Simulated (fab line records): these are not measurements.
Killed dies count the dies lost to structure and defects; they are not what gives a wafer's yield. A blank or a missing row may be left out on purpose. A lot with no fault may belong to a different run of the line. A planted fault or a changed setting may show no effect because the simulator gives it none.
Check of tool commonality || flow nand-harc || 11 lots and 33 wafers in the sample

## REASON IT WAS OPENED
Flagged at NHARC_A_CHANNEL_HOLE_D1_INSPECT_40: reading raw-defect-count, on 2 of 11 lots. No-fault wafers: 59, standard deviation 16.
Rule: a lot is flagged when every wafer of it that has a number lies more than 4 standard deviations from that mean, or none has a number. The rest of the lots are taken to be sound.

{"lot": "L830", "measured": "day 9 06:58", "on": "defect-inspect-02", "raw-defect-count, wafer by wafer": "22 40 48", "flag": ""}
{"lot": "L831", "measured": "day 9 07:13", "on": "defect-inspect-01", "raw-defect-count, wafer by wafer": "79 77 84", "flag": ""}
{"lot": "L834", "measured": "day 9 14:34", "on": "defect-inspect-02", "raw-defect-count, wafer by wafer": "46 79 46", "flag": ""}
{"lot": "L835", "measured": "day 9 15:17", "on": "defect-inspect-02", "raw-defect-count, wafer by wafer": "40 55 50", "flag": ""}
{"lot": "L836", "measured": "day 9 21:09", "on": "defect-inspect-02", "raw-defect-count, wafer by wafer": "62 42 70", "flag": ""}
{"lot": "L839", "measured": "day 11 00:44", "on": "defect-inspect-01", "raw-defect-count, wafer by wafer": "66 55 66", "flag": ""}
{"lot": "L840", "measured": "day 11 01:43", "on": "defect-inspect-02", "raw-defect-count, wafer by wafer": "31 39 45", "flag": ""}
{"lot": "L842", "measured": "day 11 19:11", "on": "defect-inspect-02", "raw-defect-count, wafer by wafer": "43 49 35", "flag": ""}
{"lot": "L849", "measured": "day 13 07:07", "on": "defect-inspect-01", "raw-defect-count, wafer by wafer": "671 618 637", "flag": "FLAGGED"}
{"lot": "L848", "measured": "day 13 07:53", "on": "defect-inspect-01", "raw-defect-count, wafer by wafer": "64 64 80", "flag": ""}
{"lot": "L847", "measured": "day 13 10:49", "on": "defect-inspect-01", "raw-defect-count, wafer by wafer": "637 647 662", "flag": "FLAGGED"}
The mean of the flagged lots' numbers is 645, +586 from the usual (+37 standard deviations).

## EACH LOT AND THE TOOL IT RAN ON
Before the reading, the record contains 3 process steps out of a 1159-step route. Read each cell as the tool, then ch plus the chambers that the sampled wafers visited, then the start.
{"lot": "L830", "flag": "", "NHARC_A_CHANNEL_HOLE_D1_ETCH_22": "har-etch-02 ch 0,1, day 9 02:13", "NHARC_A_CHANNEL_HOLE_D1_ETCH_44": "rie-diel-01 ch 0,1,3, day 9 05:58", "NHARC_A_CHANNEL_HOLE_D1_STRIP_27": "rie-diel-01 ch 1,2,3, day 9 06:58 or earlier"}
{"lot": "L831", "flag": "", "NHARC_A_CHANNEL_HOLE_D1_ETCH_22": "har-etch-01 ch 0,1, day 9 02:22", "NHARC_A_CHANNEL_HOLE_D1_ETCH_44": "rie-diel-08 ch 0,3, day 9 06:14", "NHARC_A_CHANNEL_HOLE_D1_STRIP_27": "rie-diel-08 ch 1,2, day 9 07:13 or earlier"}
{"lot": "L834", "flag": "", "NHARC_A_CHANNEL_HOLE_D1_ETCH_22": "har-etch-01 ch 0,1, day 9 09:44", "NHARC_A_CHANNEL_HOLE_D1_ETCH_44": "rie-diel-07 ch 1,2,3, day 9 13:36", "NHARC_A_CHANNEL_HOLE_D1_STRIP_27": "rie-diel-07 ch 0,1,3, day 9 14:34 or earlier"}
{"lot": "L835", "flag": "", "NHARC_A_CHANNEL_HOLE_D1_ETCH_22": "har-etch-02 ch 0,1, day 9 10:32", "NHARC_A_CHANNEL_HOLE_D1_ETCH_44": "rie-diel-01 ch 1,2, day 9 14:18", "NHARC_A_CHANNEL_HOLE_D1_STRIP_27": "rie-diel-01 ch 0,1,3, day 9 15:17 or earlier"}
{"lot": "L836", "flag": "", "NHARC_A_CHANNEL_HOLE_D1_ETCH_22": "har-etch-01 ch 0,1, day 9 16:36", "NHARC_A_CHANNEL_HOLE_D1_ETCH_44": "rie-diel-08 ch 1,2,3, day 9 20:11", "NHARC_A_CHANNEL_HOLE_D1_STRIP_27": "rie-diel-08 ch 0,1,3, day 9 21:09 or earlier"}
{"lot": "L839", "flag": "", "NHARC_A_CHANNEL_HOLE_D1_ETCH_22": "har-etch-01 ch 0,1, day 10 19:52", "NHARC_A_CHANNEL_HOLE_D1_ETCH_44": "rie-diel-01 ch 0,2,3, day 10 23:39", "NHARC_A_CHANNEL_HOLE_D1_STRIP_27": "rie-diel-01 ch 0,3, day 11 00:44 or earlier"}
{"lot": "L840", "flag": "", "NHARC_A_CHANNEL_HOLE_D1_ETCH_22": "har-etch-02 ch 0,1, day 10 20:57", "NHARC_A_CHANNEL_HOLE_D1_ETCH_44": "rie-diel-08 ch 1,3, day 11 00:42", "NHARC_A_CHANNEL_HOLE_D1_STRIP_27": "rie-diel-08 ch 0,1,2, day 11 01:43 or earlier"}
{"lot": "L842", "flag": "", "NHARC_A_CHANNEL_HOLE_D1_ETCH_22": "har-etch-02 ch 0,1, day 11 14:23", "NHARC_A_CHANNEL_HOLE_D1_ETCH_44": "rie-diel-07 ch 1,2,3, day 11 18:13", "NHARC_A_CHANNEL_HOLE_D1_STRIP_27": "rie-diel-07 ch 0,1,2, day 11 19:11 or earlier"}
{"lot": "L849", "flag": "FLAGGED", "NHARC_A_CHANNEL_HOLE_D1_ETCH_22": "har-etch-01 ch 1, day 13 01:49", "NHARC_A_CHANNEL_HOLE_D1_ETCH_44": "rie-diel-01 ch 0,2, day 13 06:08", "NHARC_A_CHANNEL_HOLE_D1_STRIP_27": "rie-diel-01 ch 1,2,3, day 13 07:07 or earlier"}
{"lot": "L848", "flag": "", "NHARC_A_CHANNEL_HOLE_D1_ETCH_22": "har-etch-02 ch 0,1, day 13 03:05", "NHARC_A_CHANNEL_HOLE_D1_ETCH_44": "rie-diel-08 ch 0,3, day 13 06:55", "NHARC_A_CHANNEL_HOLE_D1_STRIP_27": "rie-diel-08 ch 0,1,3, day 13 07:53 or earlier"}
{"lot": "L847", "flag": "FLAGGED", "NHARC_A_CHANNEL_HOLE_D1_ETCH_22": "har-etch-01 ch 0,1, day 13 06:08", "NHARC_A_CHANNEL_HOLE_D1_ETCH_44": "rie-diel-01 ch 0,1,3, day 13 09:50", "NHARC_A_CHANNEL_HOLE_D1_STRIP_27": "rie-diel-01 ch 0,2,3, day 13 10:49 or earlier"}
These steps, and what they do:
- NHARC_A_CHANNEL_HOLE_D1_ETCH_22: etches the open film in C4F8/O2/Ar, time 666.7 s, target depth 1600 nm.
- NHARC_A_CHANNEL_HOLE_D1_ETCH_44: etches the open film in CF4/O2, target depth 140 nm, overetch 14 nm, time 77 s.
- NHARC_A_CHANNEL_HOLE_D1_STRIP_27: strips in O2.
- NHARC_A_CHANNEL_HOLE_D1_INSPECT_40

## FLAGGED AGAINST TOTAL, ONE TOOL AT A TIME (gauges that did the reading follow at the end)
{"step": "NHARC_A_CHANNEL_HOLE_D1_ETCH_22", "tool": "har-etch-01", "lots run": 6, "flagged": 2, "share of the flagged lots": "all", "sound lots run after its first flagged lot": 0}
{"step": "NHARC_A_CHANNEL_HOLE_D1_ETCH_22", "tool": "har-etch-02", "lots run": 5, "flagged": 0, "share of the flagged lots": "none", "sound lots run after its first flagged lot": "-"}
{"step": "NHARC_A_CHANNEL_HOLE_D1_ETCH_44", "tool": "rie-diel-01", "lots run": 5, "flagged": 2, "share of the flagged lots": "all", "sound lots run after its first flagged lot": 0}
{"step": "NHARC_A_CHANNEL_HOLE_D1_ETCH_44", "tool": "rie-diel-07", "lots run": 2, "flagged": 0, "share of the flagged lots": "none", "sound lots run after its first flagged lot": "-"}
{"step": "NHARC_A_CHANNEL_HOLE_D1_ETCH_44", "tool": "rie-diel-08", "lots run": 4, "flagged": 0, "share of the flagged lots": "none", "sound lots run after its first flagged lot": "-"}
{"step": "NHARC_A_CHANNEL_HOLE_D1_STRIP_27", "tool": "rie-diel-01", "lots run": 5, "flagged": 2, "share of the flagged lots": "all", "sound lots run after its first flagged lot": 0}
{"step": "NHARC_A_CHANNEL_HOLE_D1_STRIP_27", "tool": "rie-diel-07", "lots run": 2, "flagged": 0, "share of the flagged lots": "none", "sound lots run after its first flagged lot": "-"}
{"step": "NHARC_A_CHANNEL_HOLE_D1_STRIP_27", "tool": "rie-diel-08", "lots run": 4, "flagged": 0, "share of the flagged lots": "none", "sound lots run after its first flagged lot": "-"}
{"step": "NHARC_A_CHANNEL_HOLE_D1_INSPECT_40", "tool": "defect-inspect-01", "lots run": 5, "flagged": 2, "share of the flagged lots": "all", "sound lots run after its first flagged lot": "1 (L848)"}
{"step": "NHARC_A_CHANNEL_HOLE_D1_INSPECT_40", "tool": "defect-inspect-02", "lots run": 6, "flagged": 0, "share of the flagged lots": "none", "sound lots run after its first flagged lot": "-"}
Because NHARC_A_CHANNEL_HOLE_D1_STRIP_27 lacks a start for some lots, the hours and order of its lots are taken from NHARC_A_CHANNEL_HOLE_D1_INSPECT_40.

## WHAT THE TABLE PERMITS
4 rows of the table ran every flagged lot: har-etch-01 at NHARC_A_CHANNEL_HOLE_D1_ETCH_22, rie-diel-01 at NHARC_A_CHANNEL_HOLE_D1_ETCH_44, rie-diel-01 at NHARC_A_CHANNEL_HOLE_D1_STRIP_27, defect-inspect-01 at NHARC_A_CHANNEL_HOLE_D1_INSPECT_40.
- har-etch-01 at NHARC_A_CHANNEL_HOLE_D1_ETCH_22: 2 of its 6 lots flagged. Its last sound lot is L839 (day 10 19:52), its first flagged lot L849 (day 13 01:49): a fault that began between those two fits.
- rie-diel-01 at NHARC_A_CHANNEL_HOLE_D1_ETCH_44: 2 of its 5 lots flagged. Its last sound lot is L839 (day 10 23:39), its first flagged lot L849 (day 13 06:08): a fault that began between those two fits.
- rie-diel-01 at NHARC_A_CHANNEL_HOLE_D1_STRIP_27: 2 of its 5 lots flagged. Its last sound lot is L839 (day 11 00:44), its first flagged lot L849 (day 13 07:07): a fault that began between those two fits.
- defect-inspect-01 at NHARC_A_CHANNEL_HOLE_D1_INSPECT_40: 2 of its 5 lots flagged. Lots that were sound ran on it after the first flagged one (L848); a persistent fault on the entire tool would not allow that.
Counting lots can't tell these 2 tools apart, because each fits a fault that began at some hour. More lots, or a look at what each step does to the wafer, might.

## WHAT THE SIMULATOR HAD PUT IN
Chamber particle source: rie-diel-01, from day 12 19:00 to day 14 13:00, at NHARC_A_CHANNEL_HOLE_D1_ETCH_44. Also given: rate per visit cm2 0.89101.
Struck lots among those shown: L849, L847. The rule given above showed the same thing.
